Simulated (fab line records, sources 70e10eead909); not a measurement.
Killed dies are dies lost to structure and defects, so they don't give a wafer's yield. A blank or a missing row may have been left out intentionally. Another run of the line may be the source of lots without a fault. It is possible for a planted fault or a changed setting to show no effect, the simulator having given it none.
fab line records :: flow nand-harc
record
  lots=6
  wafers=18
  last-day=25
route steps=1159 shown A_M0@997
lots with no fault: from the same line, run without faults
start-h: start of the lot's first displayed wafer, in hours after the record's first day :: wait-h: hours from the lot's prior step to this one :: " identical to the entry in the row above :: L1.1+2: several wafers, shown together as one row :: - no value, or no start was given :: * or withheld: withheld :: < > ~ a bound
route shown NAME@n: a module of which the file shows steps, and the number in the route of the first :: usual: the fault-free wafers' mean and standard deviation :: same: alike in all rows :: chamber/n: place in a boat :: sites: each site's reading :: _std_site: the standard deviation of these :: _edge_site: the outer-site mean with the inner-site mean subtracted :: radius-mm: for every site, how far away it sits from the centre of the wafer :: mask NAME#n: copy n :: behind: tool/chamber where the wafer was last shaped :: hold: why the lot was held/for how many hours/how that ended :: device: transistor that didn't switch, given as n, p or np :: end of line: tests run on the same wafers once the route is complete :: a step given without rows: its recipe and nothing more :: killed: the dies lost at the first sort to structure and to defects; this is not the yield of the wafer :: map: the dies of a wafer, with x for killed, . for not killed, _ for no die there
set.NAME: the run value of the setting; set.NAME@STEP: its run value at that earlier step :: model.NAME: the simulator's own value behind a step, which no gauge read
certain route steps with their lots: each step a table, each wafer a row
services: when a tool's chamber went out of use (start-h, in hours from the record's first day, below 0 if earlier), for how many hours, and the reason
## steps
# step NHARC_A_M0_COAT_33
# recipe
  temp-c=200
  time-s=65
# step NHARC_A_M0_COAT_03
# recipe
  spin-rpm=1500
  resist-thk-nm=90
# step NHARC_A_M0_SOFTBAKE_04
# recipe
  temp-c=105
  time-s=55
# step NHARC_A_M0_EBR_05
# step NHARC_A_M0_EXPOSE_06
# recipe
  na=1.35
  target-cd-nm=80
  dose-mj=83.25
  mask-id=A_M0
# step NHARC_A_M0_PEB_07
# recipe
  peb-temp-c=100
  peb-time-s=65
# step NHARC_A_M0_DEVELOP_08
# recipe
  develop-time-s=35
  dev-temp-c=23
# step NHARC_A_M0_CD_MEAS_09
# recipe
  target-cd-nm=80
  landing-energy-ev=500
# usual
  cd-nm=80.0/0.55
lot.wafer: L204.1
tool: cd-sem-01
chamber: 0
start-h: 441.93
wait-h: -
cd-nm: 80.1

lot.wafer: L204.4
tool: cd-sem-01
chamber: 0
start-h: 441.93
wait-h: -
cd-nm: 79.8

lot.wafer: L204.5
tool: cd-sem-01
chamber: 0
start-h: 441.93
wait-h: -
cd-nm: 80.1

lot.wafer: L208.3
tool: cd-sem-03
chamber: 0
start-h: 465.96
wait-h: -
cd-nm: 80.1

lot.wafer: L208.5
tool: cd-sem-03
chamber: 0
start-h: 465.96
wait-h: -
cd-nm: 79.8

lot.wafer: L208.6
tool: cd-sem-03
chamber: 0
start-h: 465.96
wait-h: -
cd-nm: 79.7

lot.wafer: L209.2
tool: cd-sem-03
chamber: 0
start-h: 466.51
wait-h: -
cd-nm: 80.2

lot.wafer: L209.3
tool: cd-sem-03
chamber: 0
start-h: 466.51
wait-h: -
cd-nm: 80.0

lot.wafer: L209.6
tool: cd-sem-03
chamber: 0
start-h: 466.51
wait-h: -
cd-nm: 79.0

lot.wafer: L215.1
tool: cd-sem-01
chamber: 0
start-h: 515.16
wait-h: -
cd-nm: 79.0

lot.wafer: L215.5
tool: cd-sem-01
chamber: 0
start-h: 515.16
wait-h: -
cd-nm: 79.1

lot.wafer: L215.6
tool: cd-sem-01
chamber: 0
start-h: 515.16
wait-h: -
cd-nm: 79.5

lot.wafer: L217.1
tool: cd-sem-01
chamber: 0
start-h: 523.55
wait-h: -
cd-nm: 80.6

lot.wafer: L217.3
tool: cd-sem-01
chamber: 0
start-h: 523.55
wait-h: -
cd-nm: 80.5

lot.wafer: L217.4
tool: cd-sem-01
chamber: 0
start-h: 523.55
wait-h: -
cd-nm: 80.5

lot.wafer: L218.1
tool: cd-sem-02
chamber: 0
start-h: 541.64
wait-h: -
cd-nm: 80.0

lot.wafer: L218.2
tool: cd-sem-02
chamber: 0
start-h: 541.64
wait-h: -
cd-nm: 80.3

lot.wafer: L218.6
tool: cd-sem-02
chamber: 0
start-h: 541.64
wait-h: -
cd-nm: 80.4
# step NHARC_A_M0_OVL_MEAS_10
# recipe
  pitch-nm=160
# usual
  overlay-x-nm=-0.2/0.61
  overlay-y-nm=0.3/1
lot.wafer: L204.1
tool: overlay-02
chamber: -
start-h: 442.02
wait-h: -
overlay-x-nm: 1.3
overlay-y-nm: -1.2

lot.wafer: L204.4
tool: overlay-02
chamber: -
start-h: 442.02
wait-h: -
overlay-x-nm: 0.9
overlay-y-nm: -1.8

lot.wafer: L204.5
tool: overlay-02
chamber: -
start-h: 442.02
wait-h: -
overlay-x-nm: 0.5
overlay-y-nm: -1.5

lot.wafer: L208.3
tool: overlay-02
chamber: -
start-h: 466.05
wait-h: -
overlay-x-nm: 0.6
overlay-y-nm: 0.2

lot.wafer: L208.5
tool: overlay-02
chamber: -
start-h: 466.05
wait-h: -
overlay-x-nm: 0.2
overlay-y-nm: -0.8

lot.wafer: L208.6
tool: overlay-02
chamber: -
start-h: 466.05
wait-h: -
overlay-x-nm: -0.5
overlay-y-nm: -0.3

lot.wafer: L209.2
tool: overlay-02
chamber: -
start-h: 466.59
wait-h: -
overlay-x-nm: -1.1
overlay-y-nm: 1.4

lot.wafer: L209.3
tool: overlay-02
chamber: -
start-h: 466.59
wait-h: -
overlay-x-nm: -0.7
overlay-y-nm: 1.3

lot.wafer: L209.6
tool: overlay-02
chamber: -
start-h: 466.59
wait-h: -
overlay-x-nm: -0.9
overlay-y-nm: 1.6

lot.wafer: L215.1
tool: overlay-01
chamber: -
start-h: 515.24
wait-h: -
overlay-x-nm: 0.3
overlay-y-nm: 0.9

lot.wafer: L215.5
tool: overlay-01
chamber: -
start-h: 515.24
wait-h: -
overlay-x-nm: -0.1
overlay-y-nm: 1.1

lot.wafer: L215.6
tool: overlay-01
chamber: -
start-h: 515.24
wait-h: -
overlay-x-nm: 0.5
overlay-y-nm: 0.7

lot.wafer: L217.1
tool: overlay-01
chamber: -
start-h: 523.64
wait-h: -
overlay-x-nm: -0.2
overlay-y-nm: 0.2

lot.wafer: L217.3
tool: overlay-01
chamber: -
start-h: 523.64
wait-h: -
overlay-x-nm: -0.5
overlay-y-nm: 0.5

lot.wafer: L217.4
tool: overlay-01
chamber: -
start-h: 523.64
wait-h: -
overlay-x-nm: 0.2
overlay-y-nm: -0.4

lot.wafer: L218.1
tool: overlay-02
chamber: -
start-h: 541.73
wait-h: -
overlay-x-nm: -1.1
overlay-y-nm: 0.6

lot.wafer: L218.2
tool: overlay-02
chamber: -
start-h: 541.73
wait-h: -
overlay-x-nm: -0.9
overlay-y-nm: 1.2

lot.wafer: L218.6
tool: overlay-02
chamber: -
start-h: 541.73
wait-h: -
overlay-x-nm: -0.5
overlay-y-nm: 0.9
# step NHARC_A_M0_INSPECT_11
# usual
  raw-defect-count=30/14
lot.wafer: L204.1
tool: defect-inspect-01
chamber: -
start-h: 442.06
wait-h: 0.0
raw-defect-count: 40

lot.wafer: L204.4
tool: defect-inspect-01
chamber: -
start-h: 442.06
wait-h: 0.0
raw-defect-count: 53

lot.wafer: L204.5
tool: defect-inspect-01
chamber: -
start-h: 442.06
wait-h: 0.0
raw-defect-count: 46

lot.wafer: L208.3
tool: defect-inspect-01
chamber: -
start-h: 466.08
wait-h: 0.0
raw-defect-count: 37

lot.wafer: L208.5
tool: defect-inspect-01
chamber: -
start-h: 466.08
wait-h: 0.0
raw-defect-count: 36

lot.wafer: L208.6
tool: defect-inspect-01
chamber: -
start-h: 466.08
wait-h: 0.0
raw-defect-count: 36

lot.wafer: L209.2
tool: defect-inspect-02
chamber: -
start-h: 466.63
wait-h: 0.0
raw-defect-count: 36

lot.wafer: L209.3
tool: defect-inspect-02
chamber: -
start-h: 466.63
wait-h: 0.0
raw-defect-count: 35

lot.wafer: L209.6
tool: defect-inspect-02
chamber: -
start-h: 466.63
wait-h: 0.0
raw-defect-count: 38

lot.wafer: L215.1
tool: defect-inspect-01
chamber: -
start-h: 515.28
wait-h: 0.0
raw-defect-count: 51

lot.wafer: L215.5
tool: defect-inspect-01
chamber: -
start-h: 515.28
wait-h: 0.0
raw-defect-count: 60

lot.wafer: L215.6
tool: defect-inspect-01
chamber: -
start-h: 515.28
wait-h: 0.0
raw-defect-count: 51

lot.wafer: L217.1
tool: defect-inspect-01
chamber: -
start-h: 523.68
wait-h: 0.0
raw-defect-count: 36

lot.wafer: L217.3
tool: defect-inspect-01
chamber: -
start-h: 523.68
wait-h: 0.0
raw-defect-count: 37

lot.wafer: L217.4
tool: defect-inspect-01
chamber: -
start-h: 523.68
wait-h: 0.0
raw-defect-count: 41

lot.wafer: L218.1
tool: defect-inspect-02
chamber: -
start-h: 541.77
wait-h: 0.0
raw-defect-count: 51

lot.wafer: L218.2
tool: defect-inspect-02
chamber: -
start-h: 541.77
wait-h: 0.0
raw-defect-count: 44

lot.wafer: L218.6
tool: defect-inspect-02
chamber: -
start-h: 541.77
wait-h: 0.0
raw-defect-count: 37
# step NHARC_A_M0_DESCUM_14
# recipe
  time-s=3
  o2-flow-sccm=200
  ar-flow-sccm=0
  bias-power-w=0
  chemistry=O2
# usual
  drypump-motor-current-A=5.8/0.38
  mfc-ar-sccm=0.009/0.013
  o2-flow-sccm=200.0/0.6
  oes-product-au=1.003/0.008
  rf-vpp-V=57.8/0.85
  showerhead-plenum-p-Torr=1.89/0.093
  throttle-valve-pct=11.310/0.0089
lot.wafer: L204.1
tool: rie-diel-12
chamber: 2
start-h: 442.13
wait-h: 0.1
drypump-motor-current-A: 6.4
mfc-ar-sccm: 0.015
o2-flow-sccm: 199.4
oes-product-au: 0.994
rf-hours-counter-h: 4
rf-vpp-V: 58.9
showerhead-plenum-p-Torr: 2.00
throttle-valve-pct: 11.309

lot.wafer: L204.4
tool: rie-diel-12
chamber: 3
start-h: 442.13
wait-h: 0.1
drypump-motor-current-A: 6.3
mfc-ar-sccm: 0.013
o2-flow-sccm: 199.0
oes-product-au: 1.016
rf-hours-counter-h: 4
rf-vpp-V: 57.5
showerhead-plenum-p-Torr: 1.96
throttle-valve-pct: 11.317

lot.wafer: L204.5
tool: rie-diel-12
chamber: 1
start-h: 442.13
wait-h: 0.1
drypump-motor-current-A: 5.4
mfc-ar-sccm: 0
o2-flow-sccm: 199.9
oes-product-au: 1.002
rf-hours-counter-h: -
rf-vpp-V: 56.8
showerhead-plenum-p-Torr: 1.83
throttle-valve-pct: 11.327

lot.wafer: L208.3
tool: rie-diel-12
chamber: 1
start-h: 466.15
wait-h: 0.1
drypump-motor-current-A: 5.5
mfc-ar-sccm: 0
o2-flow-sccm: 200.6
oes-product-au: 0.991
rf-hours-counter-h: 6
rf-vpp-V: 59.1
showerhead-plenum-p-Torr: 1.83
throttle-valve-pct: 11.312

lot.wafer: L208.6
tool: rie-diel-12
chamber: 1
start-h: 466.15
wait-h: 0.1
drypump-motor-current-A: 5.4
mfc-ar-sccm: 0
o2-flow-sccm: 199.9
oes-product-au: 0.990
rf-hours-counter-h: -
rf-vpp-V: 57.0
showerhead-plenum-p-Torr: 1.83
throttle-valve-pct: 11.306

lot.wafer: L208.5
tool: rie-diel-12
chamber: 3
start-h: 466.15
wait-h: 0.1
drypump-motor-current-A: 6.4
mfc-ar-sccm: 0.013
o2-flow-sccm: 200.1
oes-product-au: 0.997
rf-hours-counter-h: -
rf-vpp-V: 59.2
showerhead-plenum-p-Torr: 1.96
throttle-valve-pct: 11.309

lot.wafer: L209.2
tool: rie-diel-12
chamber: 3
start-h: 466.70
wait-h: 0.1
drypump-motor-current-A: 6.4
mfc-ar-sccm: 0.013
o2-flow-sccm: 200.9
oes-product-au: 1.015
rf-hours-counter-h: 6
rf-vpp-V: 56.5
showerhead-plenum-p-Torr: 1.95
throttle-valve-pct: 11.311

lot.wafer: L209.3
tool: rie-diel-12
chamber: 0
start-h: 466.70
wait-h: 0.1
drypump-motor-current-A: 5.9
mfc-ar-sccm: 0
o2-flow-sccm: 199.1
oes-product-au: 1.007
rf-hours-counter-h: 6
rf-vpp-V: 55.8
showerhead-plenum-p-Torr: 1.78
throttle-valve-pct: 11.318

lot.wafer: L209.6
tool: rie-diel-12
chamber: 0
start-h: 466.70
wait-h: 0.1
drypump-motor-current-A: 5.9
mfc-ar-sccm: 0
o2-flow-sccm: 199.5
oes-product-au: 0.993
rf-hours-counter-h: -
rf-vpp-V: 56.7
showerhead-plenum-p-Torr: 1.78
throttle-valve-pct: 11.317

lot.wafer: L215.1
tool: rie-diel-05
chamber: 0
start-h: 515.37
wait-h: 0.1
drypump-motor-current-A: 5.8
mfc-ar-sccm: 0.007
o2-flow-sccm: 200.1
oes-product-au: 1.013
rf-hours-counter-h: 8
rf-vpp-V: 57.2
showerhead-plenum-p-Torr: 1.85
throttle-valve-pct: 11.301

lot.wafer: L215.6
tool: rie-diel-05
chamber: 1
start-h: 515.37
wait-h: 0.1
drypump-motor-current-A: 5.1
mfc-ar-sccm: 0
o2-flow-sccm: 199.7
oes-product-au: 1.019
rf-hours-counter-h: -
rf-vpp-V: 58.4
showerhead-plenum-p-Torr: 1.79
throttle-valve-pct: 11.299

lot.wafer: L215.5
tool: rie-diel-05
chamber: 2
start-h: 515.37
wait-h: 0.1
drypump-motor-current-A: 6.0
mfc-ar-sccm: 0
o2-flow-sccm: 199.8
oes-product-au: 0.992
rf-hours-counter-h: -
rf-vpp-V: 57.9
showerhead-plenum-p-Torr: 1.91
throttle-valve-pct: 11.311

lot.wafer: L217.3
tool: rie-diel-10
chamber: 1
start-h: 523.75
wait-h: 0.1
drypump-motor-current-A: 5.2
mfc-ar-sccm: 0.019
o2-flow-sccm: 200.0
oes-product-au: 1.015
rf-hours-counter-h: 12
rf-vpp-V: 58.1
showerhead-plenum-p-Torr: 1.94
throttle-valve-pct: 11.314

lot.wafer: L217.1
tool: rie-diel-10
chamber: 3
start-h: 523.75
wait-h: 0.1
drypump-motor-current-A: 5.9
mfc-ar-sccm: 0.045
o2-flow-sccm: 200.5
oes-product-au: 1.000
rf-hours-counter-h: 11
rf-vpp-V: 58.0
showerhead-plenum-p-Torr: 1.78
throttle-valve-pct: 11.313

lot.wafer: L217.4
tool: rie-diel-10
chamber: 3
start-h: 523.75
wait-h: 0.1
drypump-motor-current-A: 5.9
mfc-ar-sccm: 0.045
o2-flow-sccm: 199.8
oes-product-au: 1.008
rf-hours-counter-h: -
rf-vpp-V: 57.7
showerhead-plenum-p-Torr: 1.78
throttle-valve-pct: 11.325

lot.wafer: L218.2
tool: rie-diel-10
chamber: 0
start-h: 541.84
wait-h: 0.1
drypump-motor-current-A: 5.8
mfc-ar-sccm: 0
o2-flow-sccm: 200.6
oes-product-au: 0.992
rf-hours-counter-h: 0
rf-vpp-V: 57.9
showerhead-plenum-p-Torr: 2.00
throttle-valve-pct: 11.325

lot.wafer: L218.1
tool: rie-diel-10
chamber: 2
start-h: 541.84
wait-h: 0.1
drypump-motor-current-A: 6.0
mfc-ar-sccm: 0
o2-flow-sccm: 200.0
oes-product-au: 1.002
rf-hours-counter-h: 0
rf-vpp-V: 58.0
showerhead-plenum-p-Torr: 1.83
throttle-valve-pct: 11.316

lot.wafer: L218.6
tool: rie-diel-10
chamber: 0
start-h: 541.84
wait-h: 0.1
drypump-motor-current-A: 5.8
mfc-ar-sccm: 0
o2-flow-sccm: 200.5
oes-product-au: 0.997
rf-hours-counter-h: -
rf-vpp-V: 58.1
showerhead-plenum-p-Torr: 2.00
throttle-valve-pct: 11.314
# step NHARC_A_M0_ETCH_34
# recipe
  target-depth-a=400
  overetch-a=120
  time-s=43.94
  ion-energy-ev=200
  n2-flow-sccm=150
  h2-flow-sccm=150
  ar-flow-sccm=0
  rf-w=400
  bias-w=150
  chemistry=N2/H2
# usual
  drypump-motor-current-A=5.8/0.4
  mfc-ar-sccm=0.009/0.012
  oes-product-au=1.003/0.0076
  rf-vpp-V=429.9/2.8
  run-length-s=65.1/0.44
  showerhead-plenum-p-Torr=2.02/0.1
  throttle-valve-pct=14.172/0.0082
lot.wafer: L204.1
tool: rie-diel-12
chamber: 1
start-h: 442.20
wait-h: 0.1
drypump-motor-current-A: 5.4
mfc-ar-sccm: 0
oes-product-au: 0.994
rf-hours-counter-h: 4
rf-vpp-V: 427.0
run-length-s: 65.2
showerhead-plenum-p-Torr: 1.95
throttle-valve-pct: 14.166

lot.wafer: L204.4
tool: rie-diel-12
chamber: 0
start-h: 442.20
wait-h: 0.1
drypump-motor-current-A: 5.9
mfc-ar-sccm: 0
oes-product-au: 1.015
rf-hours-counter-h: 4
rf-vpp-V: 427.3
run-length-s: 66.1
showerhead-plenum-p-Torr: 1.89
throttle-valve-pct: 14.162

lot.wafer: L204.5
tool: rie-diel-12
chamber: 1
start-h: 442.20
wait-h: 0.1
drypump-motor-current-A: 5.4
mfc-ar-sccm: 0
oes-product-au: 0.996
rf-hours-counter-h: -
rf-vpp-V: 428.3
run-length-s: 65.5
showerhead-plenum-p-Torr: 1.95
throttle-valve-pct: 14.176

lot.wafer: L208.3
tool: rie-diel-12
chamber: 1
start-h: 466.25
wait-h: 0.1
drypump-motor-current-A: 5.5
mfc-ar-sccm: 0
oes-product-au: 1.000
rf-hours-counter-h: 6
rf-vpp-V: 428.1
run-length-s: 65.3
showerhead-plenum-p-Torr: 1.95
throttle-valve-pct: 14.167

lot.wafer: L208.5
tool: rie-diel-12
chamber: 1
start-h: 466.25
wait-h: 0.1
drypump-motor-current-A: 5.4
mfc-ar-sccm: 0
oes-product-au: 1.005
rf-hours-counter-h: -
rf-vpp-V: 427.4
run-length-s: 65.6
showerhead-plenum-p-Torr: 1.95
throttle-valve-pct: 14.161

lot.wafer: L208.6
tool: rie-diel-12
chamber: 3
start-h: 466.25
wait-h: 0.1
drypump-motor-current-A: 6.4
mfc-ar-sccm: 0.013
oes-product-au: 1.008
rf-hours-counter-h: -
rf-vpp-V: 432.0
run-length-s: 64.7
showerhead-plenum-p-Torr: 2.09
throttle-valve-pct: 14.171

lot.wafer: L209.3
tool: rie-diel-12
chamber: 0
start-h: 466.79
wait-h: 0.1
drypump-motor-current-A: 5.9
mfc-ar-sccm: 0
oes-product-au: 1.003
rf-hours-counter-h: 6
rf-vpp-V: 426.6
run-length-s: 66.0
showerhead-plenum-p-Torr: 1.89
throttle-valve-pct: 14.175

lot.wafer: L209.2
tool: rie-diel-12
chamber: 1
start-h: 466.79
wait-h: 0.1
drypump-motor-current-A: 5.5
mfc-ar-sccm: 0
oes-product-au: 0.993
rf-hours-counter-h: 6
rf-vpp-V: 428.4
run-length-s: 65.6
showerhead-plenum-p-Torr: 1.95
throttle-valve-pct: 14.164

lot.wafer: L209.6
tool: rie-diel-12
chamber: 0
start-h: 466.79
wait-h: 0.1
drypump-motor-current-A: 5.9
mfc-ar-sccm: 0
oes-product-au: 1.003
rf-hours-counter-h: -
rf-vpp-V: 425.3
run-length-s: 66.2
showerhead-plenum-p-Torr: 1.89
throttle-valve-pct: 14.165

lot.wafer: L215.1
tool: rie-diel-05
chamber: 1
start-h: 515.43
wait-h: 0.1
drypump-motor-current-A: 5.1
mfc-ar-sccm: 0
oes-product-au: 0.988
rf-hours-counter-h: 8
rf-vpp-V: 425.9
run-length-s: 65.3
showerhead-plenum-p-Torr: 1.91
throttle-valve-pct: 14.182

lot.wafer: L215.6
tool: rie-diel-05
chamber: 0
start-h: 515.43
wait-h: 0.1
drypump-motor-current-A: 5.8
mfc-ar-sccm: 0.007
oes-product-au: 1.004
rf-hours-counter-h: -
rf-vpp-V: 426.6
run-length-s: 65.2
showerhead-plenum-p-Torr: 1.97
throttle-valve-pct: 14.185

lot.wafer: L215.5
tool: rie-diel-05
chamber: 1
start-h: 515.43
wait-h: 0.1
drypump-motor-current-A: 5.1
mfc-ar-sccm: 0
oes-product-au: 1.015
rf-hours-counter-h: -
rf-vpp-V: 426.0
run-length-s: 65.4
showerhead-plenum-p-Torr: 1.91
throttle-valve-pct: 14.181

lot.wafer: L217.1
tool: rie-diel-10
chamber: 1
start-h: 523.84
wait-h: 0.1
drypump-motor-current-A: 5.2
mfc-ar-sccm: 0.019
oes-product-au: 1.023
rf-hours-counter-h: 12
rf-vpp-V: 431.2
run-length-s: 64.7
showerhead-plenum-p-Torr: 2.07
throttle-valve-pct: 14.173

lot.wafer: L217.3
tool: rie-diel-10
chamber: 0
start-h: 523.84
wait-h: 0.1
drypump-motor-current-A: 5.8
mfc-ar-sccm: 0
oes-product-au: 0.998
rf-hours-counter-h: 10
rf-vpp-V: 431.0
run-length-s: 65.2
showerhead-plenum-p-Torr: 2.13
throttle-valve-pct: 14.170

lot.wafer: L217.4
tool: rie-diel-10
chamber: 3
start-h: 523.84
wait-h: 0.1
drypump-motor-current-A: 5.9
mfc-ar-sccm: 0.045
oes-product-au: 1.005
rf-hours-counter-h: -
rf-vpp-V: 427.5
run-length-s: 64.5
showerhead-plenum-p-Torr: 1.90
throttle-valve-pct: 14.184

lot.wafer: L218.1
tool: rie-diel-10
chamber: 0
start-h: 541.91
wait-h: 0.1
drypump-motor-current-A: 5.8
mfc-ar-sccm: 0
oes-product-au: 1.007
rf-hours-counter-h: 0
rf-vpp-V: 432.1
run-length-s: 65.4
showerhead-plenum-p-Torr: 2.13
throttle-valve-pct: 14.180

lot.wafer: L218.2
tool: rie-diel-10
chamber: 2
start-h: 541.91
wait-h: 0.1
drypump-motor-current-A: 6.0
mfc-ar-sccm: 0
oes-product-au: 1.005
rf-hours-counter-h: 0
rf-vpp-V: 427.5
run-length-s: 65.2
showerhead-plenum-p-Torr: 1.95
throttle-valve-pct: 14.174

lot.wafer: L218.6
tool: rie-diel-10
chamber: 0
start-h: 541.91
wait-h: 0.1
drypump-motor-current-A: 5.8
mfc-ar-sccm: 0
oes-product-au: 1.001
rf-hours-counter-h: -
rf-vpp-V: 432.2
run-length-s: 65.5
showerhead-plenum-p-Torr: 2.13
throttle-valve-pct: 14.163
# step NHARC_A_M0_ETCH_15
# recipe
  target-depth-a=1500
  overetch-a=150
  time-s=82.5
  c4f8-flow-sccm=withheld
  ar-flow-sccm=400
  rf-w=600
  bias-w=300
  chemistry=C4F8/Ar
# usual
  oes-product-au=0.956/0.021
  rf-vpp-V=440.1/2.9
  run-length-s=103.8/0.45
lot.wafer: L204.4
tool: rie-diel-12
chamber: 0
start-h: 442.29
wait-h: -
oes-product-au: 0.951
rf-hours-counter-h: 4
rf-vpp-V: 437.4
run-length-s: 104.6

lot.wafer: L204.1
tool: rie-diel-12
chamber: 2
start-h: 442.29
wait-h: -
oes-product-au: 0.952
rf-hours-counter-h: 4
rf-vpp-V: 445.0
run-length-s: 103.2

lot.wafer: L204.5
tool: rie-diel-12
chamber: 1
start-h: 442.29
wait-h: -
oes-product-au: 0.948
rf-hours-counter-h: -
rf-vpp-V: 438.1
run-length-s: 103.8

lot.wafer: L208.3
tool: rie-diel-12
chamber: 1
start-h: 466.34
wait-h: -
oes-product-au: 0.923
rf-hours-counter-h: 6
rf-vpp-V: 439.8
run-length-s: 104.1

lot.wafer: L208.6
tool: rie-diel-12
chamber: 3
start-h: 466.34
wait-h: -
oes-product-au: 0.931
rf-hours-counter-h: -
rf-vpp-V: 442.4
run-length-s: 103.8

lot.wafer: L208.5
tool: rie-diel-12
chamber: 0
start-h: 466.34
wait-h: -
oes-product-au: 0.925
rf-hours-counter-h: -
rf-vpp-V: 436.6
run-length-s: 98.4

lot.wafer: L209.2
tool: rie-diel-12
chamber: 3
start-h: 466.89
wait-h: -
oes-product-au: 0.967
rf-hours-counter-h: 6
rf-vpp-V: 441.2
run-length-s: 103.2

lot.wafer: L209.3
tool: rie-diel-12
chamber: 1
start-h: 466.89
wait-h: -
oes-product-au: 0.959
rf-hours-counter-h: 6
rf-vpp-V: 438.7
run-length-s: 103.9

lot.wafer: L209.6
tool: rie-diel-12
chamber: 0
start-h: 466.89
wait-h: -
oes-product-au: 0.952
rf-hours-counter-h: -
rf-vpp-V: 434.7
run-length-s: 98.0

lot.wafer: L215.1
tool: rie-diel-05
chamber: 0
start-h: 515.52
wait-h: -
oes-product-au: 0.980
rf-hours-counter-h: 8
rf-vpp-V: 437.7
run-length-s: 103.4

lot.wafer: L215.6
tool: rie-diel-05
chamber: 0
start-h: 515.52
wait-h: -
oes-product-au: 0.979
rf-hours-counter-h: -
rf-vpp-V: 440.2
run-length-s: 103.4

lot.wafer: L215.5
tool: rie-diel-05
chamber: 1
start-h: 515.52
wait-h: -
oes-product-au: 0.974
rf-hours-counter-h: -
rf-vpp-V: 436.7
run-length-s: 104.3

lot.wafer: L217.3
tool: rie-diel-10
chamber: 1
start-h: 523.94
wait-h: -
oes-product-au: 0.930
rf-hours-counter-h: 12
rf-vpp-V: 441.5
run-length-s: 103.6

lot.wafer: L217.1
tool: rie-diel-10
chamber: 3
start-h: 523.94
wait-h: -
oes-product-au: 0.933
rf-hours-counter-h: 11
rf-vpp-V: 436.3
run-length-s: 103.1

lot.wafer: L217.4
tool: rie-diel-10
chamber: 3
start-h: 523.94
wait-h: -
oes-product-au: 0.937
rf-hours-counter-h: -
rf-vpp-V: 435.3
run-length-s: 103.5

lot.wafer: L218.2
tool: rie-diel-10
chamber: 0
start-h: 542.00
wait-h: -
oes-product-au: 0.964
rf-hours-counter-h: 0
rf-vpp-V: 442.3
run-length-s: 103.8

lot.wafer: L218.1
tool: rie-diel-10
chamber: 3
start-h: 542.00
wait-h: -
oes-product-au: 0.958
rf-hours-counter-h: 0
rf-vpp-V: 436.6
run-length-s: 103.1

lot.wafer: L218.6
tool: rie-diel-10
chamber: 0
start-h: 542.00
wait-h: -
oes-product-au: 0.963
rf-hours-counter-h: -
rf-vpp-V: 443.9
run-length-s: 103.9
# step NHARC_A_M0_CD_MEAS_16
# usual
  cd-nm=80.1/0.7
lot.wafer: L204.1
tool: cd-sem-03
chamber: -
start-h: 442.41
wait-h: -
cd-nm: 80.6

lot.wafer: L204.4
tool: cd-sem-03
chamber: -
start-h: 442.41
wait-h: -
cd-nm: 80.0

lot.wafer: L204.5
tool: cd-sem-03
chamber: -
start-h: 442.41
wait-h: -
cd-nm: 79.9

lot.wafer: L208.3
tool: cd-sem-01
chamber: -
start-h: 466.49
wait-h: -
cd-nm: 80.0

lot.wafer: L208.5
tool: cd-sem-01
chamber: -
start-h: 466.49
wait-h: -
cd-nm: 79.9

lot.wafer: L208.6
tool: cd-sem-01
chamber: -
start-h: 466.49
wait-h: -
cd-nm: 80.2

lot.wafer: L209.2
tool: cd-sem-02
chamber: -
start-h: 467.04
wait-h: -
cd-nm: 80.5

lot.wafer: L209.3
tool: cd-sem-02
chamber: -
start-h: 467.04
wait-h: -
cd-nm: 80.3

lot.wafer: L209.6
tool: cd-sem-02
chamber: -
start-h: 467.04
wait-h: -
cd-nm: 79.4

lot.wafer: L215.1
tool: cd-sem-03
chamber: -
start-h: 515.64
wait-h: -
cd-nm: 79.8

lot.wafer: L215.5
tool: cd-sem-03
chamber: -
start-h: 515.64
wait-h: -
cd-nm: 79.6

lot.wafer: L215.6
tool: cd-sem-03
chamber: -
start-h: 515.64
wait-h: -
cd-nm: 79.6

lot.wafer: L217.1
tool: cd-sem-02
chamber: -
start-h: 524.08
wait-h: -
cd-nm: 80.1

lot.wafer: L217.3
tool: cd-sem-02
chamber: -
start-h: 524.08
wait-h: -
cd-nm: 80.7

lot.wafer: L217.4
tool: cd-sem-02
chamber: -
start-h: 524.08
wait-h: -
cd-nm: 81.1

lot.wafer: L218.1
tool: cd-sem-02
chamber: -
start-h: 542.13
wait-h: -
cd-nm: 80.2

lot.wafer: L218.2
tool: cd-sem-02
chamber: -
start-h: 542.13
wait-h: -
cd-nm: 80.0

lot.wafer: L218.6
tool: cd-sem-02
chamber: -
start-h: 542.13
wait-h: -
cd-nm: 80.3
## services
tool: rie-diel-05
chamber: -
start-h: 433.74
hours: 21.9
kind: repair

tool: rie-diel-12
chamber: 0
start-h: 437.40
hours: -
kind: clean

tool: rie-diel-12
chamber: 1
start-h: 437.40
hours: -
kind: clean

tool: rie-diel-12
chamber: 2
start-h: 437.40
hours: -
kind: clean

tool: rie-diel-12
chamber: 3
start-h: 437.40
hours: -
kind: clean

tool: rie-diel-10
chamber: 0
start-h: 461.30
hours: 3.4
kind: repair

tool: rie-diel-12
chamber: 0
start-h: 461.90
hours: -
kind: clean

tool: rie-diel-12
chamber: 1
start-h: 461.90
hours: -
kind: clean

tool: rie-diel-12
chamber: 2
start-h: 461.90
hours: -
kind: clean

tool: rie-diel-12
chamber: 3
start-h: 461.90
hours: -
kind: clean

tool: rie-diel-12
chamber: 2
start-h: 462.04
hours: 9.5
kind: repair

tool: rie-diel-05
chamber: 3
start-h: 467.74
hours: 11.9
kind: repair

tool: rie-diel-12
chamber: 0
start-h: 471.20
hours: 8.2
kind: repair

tool: rie-diel-12
chamber: 0
start-h: 486.40
hours: -
kind: clean

tool: rie-diel-12
chamber: 1
start-h: 486.40
hours: -
kind: clean

tool: rie-diel-12
chamber: 2
start-h: 486.40
hours: -
kind: clean

tool: rie-diel-12
chamber: 3
start-h: 486.40
hours: -
kind: clean

tool: rie-diel-05
chamber: -
start-h: 505.84
hours: 0.2
kind: repair

tool: rie-diel-12
chamber: 0
start-h: 510.90
hours: -
kind: clean

tool: rie-diel-12
chamber: 1
start-h: 510.90
hours: -
kind: clean

tool: rie-diel-12
chamber: 2
start-h: 510.90
hours: -
kind: clean

tool: rie-diel-10
chamber: 2
start-h: 516.11
hours: 8.2
kind: repair

tool: rie-diel-05
chamber: -
start-h: 517.60
hours: 9.0
kind: pm

tool: rie-diel-10
chamber: -
start-h: 530.56
hours: 9.0
kind: pm
## key
first-sign
  step=NHARC_A_M0_ETCH_15
  reading=run-length-s
  direction=down
  sigmas=12
  usual=*
  struck=*
effect none on later readings
met-at NHARC_A_M0_ETCH_15
struck-wafers L208.5,L209.6
sort-left-out L208.5,L209.6
onset-between 442.29 466.34
fault
  kind=process-parameter-drift
  tool=rie-diel-12
  chamber=0
  onset-h=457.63
  steps=NHARC_A_M0_ETCH_15
  channel=time-s
  offset=*
  shape=step
  end-h=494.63
  acts-in=*
  stated=*
# sort-left-out: the simulated sort isn't trusted on such a fault, so these wafers' sort isn't shown, and their yield isn't known
